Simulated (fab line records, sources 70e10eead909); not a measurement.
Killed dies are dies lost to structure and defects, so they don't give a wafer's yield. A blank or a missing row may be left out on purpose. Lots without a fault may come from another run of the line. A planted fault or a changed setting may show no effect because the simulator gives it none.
fab line records | flow nand_harc
record lots=13 wafers=39 last_day=24
route steps=1159 shown P_BONDPAD@377 THIN_TSV@1120 END@1159
lots that met no fault: from a run of the same line without faults
start_h: hours from the record's first day to the start of the lot's first wafer shown | wait_h: hours since the lot's step before | " the same as in the row above | L1.1+2: a row that stands for several wafers | - no value, or no start given | * or withheld: withheld | < > ~ a bound
route shown NAME@n: a module of which the file shows steps, and the number in the route of the first | usual: mean/standard deviation of fault-free wafers | same: alike in all rows | chamber/n: place in a boat | sites: the reading at each site | _std_site: their standard deviation | _edge_site: outer sites' mean less inner sites' | radius_mm: how far each site lies from the wafer's centre | mask NAME#n: copy n | behind: the tool/chamber that last shaped the wafer | hold: why the lot was held/for how many hours/how that ended | device: the transistor (n, p or np) that didn't switch | end of line: the same wafers' tests at the end of the route | a step without rows: its recipe alone | killed: dies lost to structure and defects at the first sort, not the wafer's yield | map: a wafer's dies, x killed, . not, _ none there
set.NAME: the setting as run; set.NAME@STEP: as run at that earlier step | model.NAME: the simulator's own value behind a step, which no gauge read
steps of the route over a sample of lots; a table a step, a row a wafer
services: from which hour (start_h, from the record's first day; less than 0 if before it) a tool's chamber was out of use, for how many hours, and why
## steps
# step NHARC_P_BONDPAD_PVD_27
# recipe target_thk_a=300 chamber_pressure_pa=5 power_w=5000 substrate_temp_c=30 time_s=20.49 material=Cu
# usual throttle_valve_pct=30.5/0.77
# columns lot.wafer tool chamber start_h wait_h throttle_valve_pct
L432.2 pvd_sputter-02 - 135.54 - 31.4
L432.1 " - " " 29.0
L432.5 " - " " 31.6
L431.1 pvd_sputter-02 - 136.13 - 29.7
L431.4 " - " " 29.3
L431.6 " - " " 31.2
L433.4 pvd_sputter-01 - 148.22 - 30.4
L433.1 " - " " 30.0
L433.6 " - " " 31.0
L434.1 pvd_sputter-02 - 148.68 - 31.4
L434.2 " - " " 29.2
L434.6 " - " " 31.5
L435.1 pvd_sputter-01 - 151.15 - 31.0
L435.2 " - " " 30.5
L435.3 " - " " 30.4
L436.2 pvd_sputter-03 - 158.34 - 31.5
L436.4 " - " " 29.7
L436.6 " - " " 31.7
L443.1 pvd_sputter-03 - 209.67 - 30.2
L443.2 " - " " 30.7
L443.4 " - " " 29.8
L445.3 pvd_sputter-01 - 219.93 - 30.7
L445.4 " - " " 30.3
L445.1 " - " " 30.0
L447.3 pvd_sputter-02 - 227.86 - 29.0
L447.1 " - " " 31.0
L447.4 " - " " 31.4
L451.4 pvd_sputter-01 - 253.21 - 30.2
L451.3 " - " " 30.2
L451.6 " - " " 30.3
L452.1 pvd_sputter-01 - 259.32 - 30.0
L452.3 " - " " 30.9
L452.2 " - " " 30.8
L453.1 pvd_sputter-02 - 260.91 - 29.8
L453.3 " - " " 29.2
L453.4 " - " " 31.6
L454.1 pvd_sputter-02 - 269.38 - 29.6
L454.4 " - " " 29.3
L454.5 " - " " 31.7
# step NHARC_THIN_TSV_ETCH_15
# recipe target_depth_a=30000 bosch_target_overetch_cycles=2 bosch_etch_step_s=2.8 bosch_dep_step_s=1.2 bosch_cycles=14
# usual drypump_motor_current_A=5.9/0.57
# columns lot.wafer tool chamber start_h wait_h drypump_motor_current_A rf_hours_counter_h
L432.2 rie_si-04 3 425.83 - 5.2 1.3
L432.1 " 2 " " 5.8 1.3
L432.5 " 3 " " 5.2 -
L433.1 rie_si-05 2 430.06 - 5.8 0.0
L433.4 " 3 " " 6.3 0.0
L433.6 " 3 " " 6.3 -
L434.2 rie_si-04 1 431.43 - 6.6 1.4
L434.1 " 2 " " 5.8 1.4
L434.6 " 0 " " 6.2 -
L431.1 rie_si-06 2 435.70 - 5.5 0.1
L431.4 " 3 " " 6.4 0.7
L431.6 " 2 " " 5.5 -
L436.2 rie_si-06 1 441.75 - 4.6 0.8
L436.4 " 3 " " 6.4 0.7
L436.6 " 0 " " 5.7 -
L435.1 rie_si-05 1 442.87 - 6.2 0.2
L435.3 " 2 " " 5.7 0.1
L435.2 " 3 " " 6.3 0.1
L443.2 rie_si-05 2 490.83 - 5.7 0.7
L443.4 " 3 " " 6.3 0.6
L445.1 rie_si-05 2 508.96 - 5.7 0.8
L445.4 " 0 " " 6.4 0.7
L445.3 " 1 " " 6.1 0.9
L447.1 rie_si-06 1 530.65 - 4.6 1.5
L447.3 " 3 " " 6.3 1.6
L447.4 " 0 " " 5.7 1.6
L453.4 rie_si-06 1 536.59 - 4.6 1.5
L453.1 " 3 " " 6.4 1.6
L453.3 " 0 " " 5.7 1.7
L452.1 rie_si-05 2 546.74 - 5.7 1.2
L452.3 " 3 " " 6.3 1.0
L452.2 " 1 " " 6.2 1.1
L451.4 rie_si-04 1 548.19 - 6.6 0.7
L451.3 " 3 " " 5.2 0.8
L451.6 " 1 " " 6.7 -
L454.1 rie_si-04 3 562.28 - 5.2 1.0
L454.4 " 1 " " 6.7 0.8
L454.5 " 2 " " 5.8 -
# step NHARC_THIN_TSV_CMP_21
# recipe t_overpolish_s=30 target_thk_nm=2000
# usual motor_current_A=12.2/1.2 overpolish_run_s=30.000/0.0098
# columns lot.wafer tool chamber start_h wait_h motor_current_A overpolish_run_s
L432.2 cmp-02 1 429.66 - 12.8 30.011
L432.1 " 2 " " 10.2 29.998
L432.5 " 0 " " 13.3 29.993
L433.1 cmp-01 3 434.03 - 11.1 30.001
L433.4 " 1 " " 13.0 29.997
L433.6 " 0 " " 12.2 30.001
L434.2 cmp-01 0 435.08 - 12.2 29.980
L434.1 " 1 " " 11.6 30.001
L434.6 " 0 " " 12.1 30.010
L431.1 cmp-03 2 439.40 - 13.3 30.000
L431.4 " 0 " " 10.2 30.000
L431.6 " 2 " " 13.4 30.002
L436.2 cmp-01 3 445.38 - 10.8 29.989
L436.4 " 0 " " 12.4 29.989
L436.6 " 2 " " 11.5 30.005
L435.2 cmp-01 2 446.57 - 11.8 30.003
L435.1 " 0 " " 11.7 30.012
L435.3 " 1 " " 12.9 29.999
L443.4 cmp-03 0 494.36 - 9.6 30.006
L443.2 " 2 " " 13.3 30.007
L445.1 cmp-02 0 512.98 - 12.8 29.993
L445.3 " 1 " " 12.2 29.983
L445.4 " 2 " " 10.5 29.980
L447.1 cmp-01 2 534.27 - 10.9 29.986
L447.3 " 3 " " 10.7 29.998
L447.4 " 0 " " 12.4 29.991
L453.1 cmp-01 2 540.12 - 11.4 29.995
L453.4 " 3 " " 11.5 29.986
L453.3 " 1 " " 12.2 30.011
L452.1 cmp-01 2 550.37 - 11.6 30.006
L452.3 " 3 " " 11.0 30.003
L452.2 " 0 " " 12.1 29.981
L451.3 cmp-01 2 551.66 - 11.4 30.013
L451.4 " 0 " " 13.0 29.986
L451.6 " 3 " " 11.6 30.006
L454.4 cmp-03 1 566.12 - 14.2 29.997
L454.1 " 0 " " 10.0 29.998
L454.5 " 1 " " 14.2 29.998
# step NHARC_THIN_TSV_CD_MEAS_33
# recipe target_cd_nm=5000 landing_energy_ev=500
# usual cd_nm=5000.4/1.4
# columns lot.wafer tool chamber start_h wait_h cd_nm
L432.1 cd_sem-01 0 431.20 - 5000.6
L432.2 " 0 " " 4999.1
L432.5 " 0 " " 4998.4
L433.1 cd_sem-01 0 435.51 - 5000.4
L433.4 " 0 " " 5001.2
L433.6 " 0 " " 5000.1
L434.1 cd_sem-03 0 436.71 - 5002.3
L434.2 " 0 " " 5000.6
L434.6 " 0 " " 5002.6
L431.1 cd_sem-02 0 440.99 - 5001.4
L431.4 " 0 " " 4999.6
L431.6 " 0 " " 4999.5
L436.2 cd_sem-01 0 447.03 - 4999.4
L436.4 " 0 " " 4997.7
L436.6 " 0 " " 4998.2
L435.1 cd_sem-03 0 448.20 - 4999.4
L435.2 " 0 " " 5000.3
L435.3 " 0 " " 4998.7
L443.2 cd_sem-02 0 495.93 - 5000.8
L443.4 " 0 " " 5002.5
L445.1 cd_sem-01 0 514.55 - 5001.6
L445.3 " 0 " " 5000.8
L445.4 " 0 " " 5001.3
L447.1 cd_sem-02 0 535.72 - 4998.3
L447.3 " 0 " " 5000.4
L447.4 " 0 " " 4999.3
L453.1 cd_sem-02 0 541.60 - 5001.8
L453.3 " 0 " " 5000.2
L453.4 " 0 " " 5001.3
L452.1 cd_sem-03 0 551.94 - 4999.1
L452.2 " 0 " " 5000.1
L452.3 " 0 " " 5000.2
L451.3 cd_sem-03 0 553.14 - 4999.3
L451.4 " 0 " " 4998.1
L451.6 " 0 " " 5000.6
L454.1 cd_sem-01 0 567.72 - 5000.6
L454.4 " 0 " " 5001.1
L454.5 " 0 " " 4997.4
# step NHARC_END_SORT_01
# recipe temp_c=25
# usual defect_limited_yield=95.4/1.5 killed_at_array=26/9.6 killed_at_other=0.7/0.92 killed_at_periphery=3.8/2.7 killed_dies=31/10 killed_open=3.3/1.7 killed_short=1.8/1.3 sort_bin_2_pct=1.4/0.62 sort_bin_3_pct=0.23/0.21 sort_bin_4_pct=2.9/0.95 sort_n_pass=646/10 sort_rim_yield_pct=94/3.2 sort_yield_pct=95.4/1.5
# same gross_dies=677 sort_bin_5_pct[%]=0 sort_bin_6_pct[%]=0 sort_bin_7_pct[%]=0 sort_bin_8_pct[%]=0 sort_rim_n_gross=106.00
# columns lot.wafer tool chamber start_h wait_h hold defect_limited_yield[%] killed_at_array killed_at_other killed_at_periphery killed_dies killed_open killed_short sort_bin_2_pct[%] sort_bin_3_pct[%] sort_bin_4_pct[%] sort_n_pass sort_rim_yield_pct[%] sort_yield_pct[%]
L431.1 prober-01 0 459.63 2.5 - 97.3 13 2 3 18 4 2 0.3 0.30 2.1 659 95 97.3
L431.4 prober-01 0 462.07 3.4 - 97.3 15 0 3 18 5 4 0.6 0.15 1.9 659 96 97.3
L431.6 prober-01 0 463.69 4.1 - 97.6 12 2 2 16 6 0 0.4 0 1.9 661 94 97.6
L443.1 prober-02 0 505.76 2.5 await_dispo/2.1h/release 0 18 1 658 677 2 4 98.1 0.15 1.8 0 0 0
L443.2 prober-02 0 506.57 2.8 await_dispo/2.1h/release 95.4 30 0 1 31 3 2 1.3 0 3.2 646 89 95.4
L443.4 prober-02 0 508.19 3.4 await_dispo/2.1h/release 95.6 22 0 8 30 5 2 1.6 0 2.8 647 92 95.6
L445.1 prober-02 0 522.05 2.5 - 97.2 18 0 1 19 5 0 0.7 0 2.1 658 92 97.2
L445.3 prober-02 0 523.67 3.1 - 96.3 24 0 1 25 4 0 1.3 0.15 2.2 652 94 96.3
L445.4 prober-02 0 524.49 3.5 - 95.6 25 1 4 30 8 1 1.2 0 3.2 647 97 95.6
L447.1 prober-02 0 544.73 2.5 - 97.5 16 0 1 17 1 3 0.4 0 2.1 660 97 97.5
L447.3 prober-02 0 546.29 3.1 - 97.2 17 0 2 19 1 4 0.7 0.15 1.9 658 96 97.2
L447.4 prober-02 0 547.07 3.4 - 98.4 11 0 0 11 3 0 0.6 0 1.0 666 98 98.4
L453.1 prober-01 0 552.50 2.5 - 95.4 26 1 4 31 3 2 1.0 0.44 3.1 646 92 95.4
L453.3 prober-01 0 554.11 3.1 - 95.4 24 3 4 31 3 2 1.0 0.30 3.2 646 92 95.4
L453.4 prober-01 0 554.92 3.4 - 95.3 27 0 5 32 5 0 2.5 0 2.2 645 92 95.3
L451.3 prober-01 0 562.48 3.1 - 93.5 43 0 1 44 1 4 3.4 0.44 2.7 633 92 93.5
L451.4 prober-01 0 563.28 3.4 - 93.1 42 1 4 47 3 0 2.1 0.15 4.7 630 92 93.1
L451.6 prober-01 0 564.89 4.0 - 91.4 55 1 2 58 3 1 2.1 0.59 5.9 619 91 91.4
# killed by level:class
L431.1 A_CONTACT:chamber_film_flake=5 A_CONTACT:geometric_particle:open=2 A_STAIRCASE:chamber_film_flake=2 THIN_TSV:chamber_film_flake=2 P_M0:geometric_particle:open=1 P_M1:geometric_particle:open=1 A_ONON_D1:geometric_particle:short=1 A_BLC:geometric_particle:short=1
L431.4 A_STAIRCASE:chamber_film_flake=3 A_WL_FILL:geometric_particle:open=2 A_CONTACT:chamber_film_flake=2 P_M0:geometric_particle:short=1 A_ONON_D1:geometric_particle:open=1 A_CHANNEL_FILL_D1:geometric_particle:open=1 A_CHANNEL_FILL_D1:geometric_particle:short=1 A_CONTACT:geometric_particle:short=1
L431.6 A_CONTACT:geometric_particle:open=4 A_STAIRCASE:chamber_film_flake=3 A_CONTACT:chamber_film_flake=3 P_STI:chamber_film_flake=2 A_M0:geometric_particle:open=1 STARTING-WAFER:geometric_particle:open=1 A_CHANNEL_HOLE_D1:chamber_film_flake=1 THIN_TSV:chamber_film_flake=1
L443.1 P_BONDPAD:area_pvd=656 A_SLIT:chamber_film_flake=7 P_STI:chamber_film_flake=2 A_STAIRCASE:chamber_film_flake=2 A_SOURCE_PLATE:geometric_particle:short=1 A_CONTACT:chamber_film_flake=1 A_SLIT:geometric_particle:short=1 A_WL_FILL:geometric_particle:open=1
L443.2 A_STAIRCASE:chamber_film_flake=9 A_SLIT:chamber_film_flake=7 A_CHANNEL_FILL_D1:chamber_film_flake=5 A_CHANNEL_HOLE_D1:chamber_film_flake=3 P_M1:geometric_particle:open=1 A_WL_FILL:geometric_particle:open=1 A_WL_FILL:geometric_particle:short=1 A_BLC:geometric_particle:open=1
L443.4 A_STAIRCASE:chamber_film_flake=7 A_SLIT:chamber_film_flake=6 P_BONDPAD:chamber_film_flake=3 P_STI:chamber_film_flake=2 A_CHANNEL_HOLE_D1:chamber_film_flake=2 A_CHANNEL_FILL_D1:chamber_film_flake=2 P_GATE:geometric_particle:open=1 P_M0:geometric_particle:open=1
L445.1 A_CHANNEL_HOLE_D1:chamber_film_flake=6 A_CONTACT:geometric_particle:open=4 A_CONTACT:chamber_film_flake=3 A_STAIRCASE:chamber_film_flake=2 A_CHANNEL_FILL_D1:geometric_particle:open=1 P_ZERO_WELL:chamber_film_flake=1 A_SLIT:chamber_film_flake=1 A_BONDPAD:chamber_film_flake=1
L445.3 A_CHANNEL_HOLE_D1:chamber_film_flake=5 A_CONTACT:chamber_film_flake=5 A_CHANNEL_FILL_D1:chamber_film_flake=4 A_CONTACT:geometric_particle:open=2 A_M0:geometric_particle:open=2 A_ZERO_WELL:chamber_film_flake=2 A_SLIT:chamber_film_flake=2 P_CONTACT:chamber_film_flake=1
L445.4 A_CHANNEL_HOLE_D1:chamber_film_flake=9 A_STAIRCASE:chamber_film_flake=3 A_WL_FILL:chamber_film_flake=3 P_CONTACT:geometric_particle:open=2 A_CHANNEL_FILL_D1:chamber_film_flake=2 A_CONTACT:chamber_film_flake=2 P_GATE:geometric_particle:open=1 P_M0:geometric_particle:open=1
L447.1 A_STAIRCASE:chamber_film_flake=6 A_CHANNEL_HOLE_D1:chamber_film_flake=3 A_CONTACT:chamber_film_flake=3 P_GATE:geometric_particle:short=1 A_CHANNEL_HOLE_D1:geometric_particle:short=1 A_WL_FILL:geometric_particle:open=1 A_CONTACT:geometric_particle:short=1 A_CHANNEL_FILL_D1:chamber_film_flake=1
L447.3 A_CONTACT:chamber_film_flake=4 A_CHANNEL_FILL_D1:geometric_particle:short=3 A_CHANNEL_HOLE_D1:chamber_film_flake=3 P_ZERO_WELL:chamber_film_flake=2 A_CHANNEL_FILL_D1:chamber_film_flake=2 A_STAIRCASE:chamber_film_flake=2 A_ONON_D1:geometric_particle:open=1 A_CONTACT:geometric_particle:short=1
L447.4 A_CHANNEL_HOLE_D1:chamber_film_flake=4 A_CONTACT:chamber_film_flake=4 A_CONTACT:geometric_particle:open=2 A_ONON_D1:geometric_particle:open=1
L453.1 A_CONTACT:chamber_film_flake=8 A_SLIT:chamber_film_flake=7 A_CHANNEL_HOLE_D1:chamber_film_flake=4 A_STAIRCASE:chamber_film_flake=4 P_M0:geometric_particle:open=2 A_ONON_D1:geometric_particle:short=2 A_WL_FILL:geometric_particle:open=1 P_STI:chamber_film_flake=1
L453.3 A_SLIT:chamber_film_flake=7 A_STAIRCASE:chamber_film_flake=4 A_CONTACT:chamber_film_flake=4 P_GATE:chamber_film_flake=3 A_CHANNEL_HOLE_D1:chamber_film_flake=3 THIN_TSV:chamber_film_flake=3 A_WL_FILL:geometric_particle:short=2 A_WL_FILL:chamber_film_flake=2
L453.4 A_SLIT:chamber_film_flake=12 A_CHANNEL_HOLE_D1:chamber_film_flake=4 A_CONTACT:chamber_film_flake=4 P_STI:chamber_film_flake=2 P_GATE:chamber_film_flake=2 P_CONTACT:geometric_particle:open=1 A_SOURCE_PLATE:geometric_particle:open=1 A_M1:geometric_particle:open=1
L451.3 A_CHANNEL_HOLE_D1:chamber_film_flake=19 A_SLIT:chamber_film_flake=12 A_CONTACT:chamber_film_flake=4 A_STAIRCASE:chamber_film_flake=3 A_SOURCE_PLATE:geometric_particle:short=1 A_CHANNEL_FILL_D1:geometric_particle:short=1 A_CONTACT:geometric_particle:short=1 A_CONTACT:geometric_particle:open=1
L451.4 A_CHANNEL_HOLE_D1:chamber_film_flake=22 A_SLIT:chamber_film_flake=11 A_CONTACT:chamber_film_flake=5 P_M0:geometric_particle:open=2 A_STAIRCASE:chamber_film_flake=2 A_SGD_CUT:geometric_particle:open=1 P_STI:chamber_film_flake=1 P_BONDPAD:chamber_film_flake=1
L451.6 A_CHANNEL_HOLE_D1:chamber_film_flake=30 A_SLIT:chamber_film_flake=10 A_STAIRCASE:chamber_film_flake=6 A_CONTACT:chamber_film_flake=4 P_CONTACT:geometric_particle:open=1 A_CHANNEL_FILL_D1:geometric_particle:open=1 A_CHANNEL_FILL_D1:geometric_particle:short=1 A_BLC:geometric_particle:open=1
## services
# columns tool chamber start_h hours kind
pvd_sputter-01 - 158.00 10.0 pm
rie_si-05 3 176.09 2.0 repair
pvd_sputter-01 - 179.54 2.9 repair
cmp-01 - 179.57 4.0 pm
pvd_sputter-02 - 195.66 9.3 repair
pvd_sputter-02 - 214.04 10.0 pm
cmp-01 - 219.08 0.4 repair
rie_si-05 - 222.28 0.4 repair
cmp-01 - 228.56 0.8 repair
rie_si-05 - 239.00 9.0 pm
pvd_sputter-02 - 249.42 1.5 repair
cmp-01 - 277.61 4.0 pm
pvd_sputter-01 - 299.37 1.5 repair
pvd_sputter-02 - 322.51 1.3 repair
pvd_sputter-01 - 336.00 10.0 pm
rie_si-05 2 366.15 2.9 repair
rie_si-05 1 375.28 2.6 repair
cmp-01 - 375.61 4.0 pm
pvd_sputter-02 - 392.04 10.0 pm
cmp-01 - 403.67 3.1 repair
pvd_sputter-01 - 415.92 9.9 repair
cmp-01 - 473.61 4.0 pm
pvd_sputter-01 - 514.04 10.0 pm
pvd_sputter-02 - 553.28 11.5 repair
## key
first_sign step=NHARC_END_SORT_01 reading=killed_at_periphery direction=up sigmas=99+ usual=3.8 struck=658
effect step=NHARC_END_SORT_01 reading=sort_bin_2_pct direction=up sigmas=99+ usual=1.4 struck=98.1
more_kills_born_at NHARC_P_BONDPAD_PVD_27@pvd_sputter-03=656
met_at NHARC_P_BONDPAD_PVD_27
struck_lots L443
struck_wafers L443.1
later_rows_left_out L443.1
not_acting_at NHARC_THIN_TSV_ETCH_15,NHARC_THIN_TSV_CMP_21,NHARC_THIN_TSV_CD_MEAS_33
fault kind=process_parameter_drift tool=pvd_sputter-03 chamber=- onset_h=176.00 steps=NHARC_P_BONDPAD_PVD_27 channel=target_thk_a offset=* shape=step end_h=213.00 acts_in=* stated=* scope=struck_wafers_only
# later_rows_left_out: the simulator's readings of these wafers behind a module that went badly wrong aren't trusted and aren't shown, but for the sort
